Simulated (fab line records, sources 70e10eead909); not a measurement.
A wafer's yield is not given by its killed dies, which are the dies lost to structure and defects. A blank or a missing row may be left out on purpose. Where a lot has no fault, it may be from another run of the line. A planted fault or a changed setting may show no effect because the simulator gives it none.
Chamber matching -- flow nand-harc -- NHARC_A_STAIRCASE_ETCH_253 on rie-diel-02: 4 sister chambers
The step etches the open film in C4F8/O2, target depth 50 nm, time 20.2 s. 8 wafers are shown with their chamber, then 8 later ones without.

## WAFERS, EACH WITH ITS CHAMBER
wafer,chamber,rf-vpp-V (V),bias-w (W)
L079.2,3,886,998
L079.3,1,901,1001
L080.6,3,886,997
L082.3,1,899,996
L085.1,0,886,998
L085.3,2,900,998
L085.6,0,886,1002
L084.1,2,898,1000

## WAFERS WITH NO CHAMBER GIVEN
wafer,rf-vpp-V (V),bias-w (W)
L084.2,901,1002
L084.6,899,996
L088.1,899,999
L088.3,900,999
L088.6,906,1002
L097.2,899,995
L097.3,900,999
L097.5,900,996

## WHICH CHAMBER EACH ONE RAN IN
wafer,from the rows above,in truth
L084.2,can't be placed: 1 or 2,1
L084.6,can't be placed: 2 or 1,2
L088.1,can't be placed: 2 or 1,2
L088.3,can't be placed: 1 or 2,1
L088.6,can't be placed: 1 or 2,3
L097.2,can't be placed: 2 or 1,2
L097.3,can't be placed: 1 or 2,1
L097.5,can't be placed: 1 or 2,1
Placed correctly: 0 of 8. Cannot be placed on the basis of these rows: 8; the candidates contain the true chamber in 7. Placed wrongly: 0.
How it was worked out, from the rows above alone: a wafer's distance from a chamber is the root of the sum, over the readings, of the square of ((its reading less the chamber's mean) divided by the reading's scatter). If the next closest chamber is less than 2 further off than the closest, the wafer can't be placed; otherwise it belongs to the closest. A chamber's mean is the mean of its shown wafers. The scatter: take each reading less its chamber's mean, square it, sum over the shown wafers, divide by the number of wafers less the number of chambers, and take the root.
